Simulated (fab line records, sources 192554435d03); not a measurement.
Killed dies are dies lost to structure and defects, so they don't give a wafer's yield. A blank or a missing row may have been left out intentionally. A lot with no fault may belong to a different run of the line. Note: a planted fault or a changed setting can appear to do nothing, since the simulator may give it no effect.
Split-lot experiment	flow n5_finfet	7 lots, 21 wafers read, on a route of 1938 steps

THE SPLIT ITSELF
At N5_BEOL_M6_EXPOSE_08 (exposes mask M6), the setting dose_mj was moved away from the recipe's 68.25 on 11 of the 21 wafers read, by -5.9% to +6.1%. All remaining wafers had this setting at the recipe value.

FROM THE SPLIT TO THE READING: what the file shows between them, 20 steps
- N5_BEOL_M6_PEB_09: peb time 60 s
- N5_BEOL_M6_DEVELOP_10: develop time 30 s
- N5_BEOL_M6_CD_MEAS_11: target cd 38.5 nm
- N5_BEOL_M6_DESCUM_16: chemistry O2, time 7.9 s
- N5_BEOL_M6_ETCH_61: etches SiARC in CF4, target depth 45.5 nm, time 75.8 s
- N5_BEOL_M6_ETCH_62: etches SOC in N2/H2, target depth 110 nm, overetch 22 nm, time 165 s
- N5_BEOL_M6_STRIP_68: strips in N2/H2
- N5_BEOL_M6_STRIP_67: strips in CF4
- N5_BEOL_M6_HM_OPEN_17: chemistry Cl2/BCl3, target TiN, target depth 20 nm, overetch 6 nm
- N5_BEOL_M6_STRIP_19: strips in O2
- N5_BEOL_M6_CD_MEAS_18: pitch 80 nm, target cd 40 nm
- N5_BEOL_M6_COAT_63: time 60 s, resist thk 60 nm
- N5_BEOL_M6_COAT_64: time 60 s, resist thk 12 nm
- N5_BEOL_M6_STRIP_76: strips in C4F6/O2
- N5_BEOL_M6_STRIP_36: strips in N2/H2
- N5_BEOL_M6_TRENCH_ETCH_37: etches SiCOH lowk in C4F6/O2, target depth 94.435 nm, time 31.5 s
- N5_BEOL_M6_ETCH_41: etches SiCN in CH3F/O2, target depth 29.7 nm, time 52 s
- N5_BEOL_M6_STRIP_80: strips in N2/H2, time 10 s
- N5_BEOL_M6_PRECLEAN_42: cleans in residue remover, time 60 s
- N5_BEOL_M6_SRD_43: time 30 s

THE READING
cd_nm, in nm, at N5_BEOL_M6_CD_MEAS_35 (target cd 40 nm, target cd y 28 nm). On this fab line, fault-free wafers typically give 40.0 nm with a standard deviation of 0.65 nm.

wafer	tool, chamber at the split	dose_mj as run	against the recipe	cd_nm, nm	against lot-mates on the recipe
L074.1	arfi_scanner-02, 0	68.25	recipe	39.0	-
L074.2	arfi_scanner-02, 0	71.95	+5.4%	42.8	+3.8
L074.4	arfi_scanner-02, 0	71.95	+5.4%	43.5	+4.5
L075.3	arfi_scanner-02, 0	72.42	+6.1%	43.0	+3.7
L075.4	arfi_scanner-02, 0	72.42	+6.1%	42.8	+3.5
L075.5	arfi_scanner-02, 0	68.25	recipe	39.3	-
L076.1	arfi_scanner-03, 0	68.25	recipe	40.2	-
L076.4	arfi_scanner-03, 0	69.97	+2.5%	41.9	+1.9
L076.5	arfi_scanner-03, 0	68.25	recipe	39.7	-
L077.1	arfi_scanner-03, 0	68.25	recipe	40.8	-
L077.3	arfi_scanner-03, 0	68.25	recipe	40.3	-
L077.6	arfi_scanner-03, 0	68.25	recipe	39.4	-
L080.4	arfi_scanner-03, 0	66.23	-3.0%	38.7	-2.3
L080.5	arfi_scanner-03, 0	66.23	-3.0%	37.9	-3.1
L080.6	arfi_scanner-03, 0	68.25	recipe	41.0	-
L083.1	arfi_scanner-02, 0	71.63	+5.0%	42.4	+1.9
L083.2	arfi_scanner-02, 0	71.63	+5.0%	43.5	+3.0
L083.6	arfi_scanner-02, 0	68.25	recipe	40.5	-
L090.4	arfi_scanner-02, 0	64.2	-5.9%	37.7	-2.2
L090.5	arfi_scanner-02, 0	68.25	recipe	39.9	-
L090.6	arfi_scanner-02, 0	64.2	-5.9%	37.9	-2.0

THE FIT
A straight line over all 21 wafers: cd_nm changes by +0.494 nm for each +1% of dose_mj; r = +0.95; the points scatter about the line by 0.62 nm.
The same after taking each lot's own level away (the mean of its wafers on the recipe; 21 wafers): +0.566 nm for each +1%; r = +0.94; scatter 0.73 nm.
According to that fit, moving dose_mj by its largest amount changes the reading by 3.5 nm.
From 39.00 to 41.00 nm: that is the span of the lots' own levels, equal to 3.1 times the standard deviation above.
So the lot-to-lot level changes the slope: the two fits differ.
Check: +3.57 nm against its lot-mates is what the line predicts for one of the wafers moved furthest among these (+6.1%) when that wafer is left out of the fit. It came out at +3.7 nm against them.

FURTHER SPLITS ON THESE WAFERS
Other splits were also applied to these wafers ahead of the reading. Each is held against what the fit with the lots' levels taken away leaves over:
other split on the same wafers	wafers away from the commonest value	r with cd_nm (lot level and that fit taken away)
N5_BEOL_M5_ETCH_62 source_w	11	-0.06
N5_BEOL_M6_HM_DEP_02 target_thk_a	6	-0.10

THE WHOLE CHAIN: every reading that the file lists as answering this split, in the file's order
step	what it does	reading	change (the file's fit)	r (the file's)
N5_BEOL_M6_CD_MEAS_11	target cd 38.5 nm	cd_nm	+0.565 nm for each +1% of the setting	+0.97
N5_BEOL_M6_ETCH_61	etches SiARC in CF4, target depth 45.5 nm, time 75.8 s	BEOL_M6.cd_offset_nm (the simulator's own value, which no gauge read)	+0.589 nm for each +1% of the setting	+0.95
N5_BEOL_M6_CD_MEAS_18	pitch 80 nm, target cd 40 nm	cd_nm	+0.567 nm for each +1% of the setting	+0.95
N5_BEOL_M6_CD_MEAS_35	target cd 40 nm, target cd y 28 nm	cd_nm	+0.578 nm for each +1% of the setting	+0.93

FILE'S OWN FIT
cd_nm changes by +0.578 nm for each +1% of dose_mj, r = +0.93.
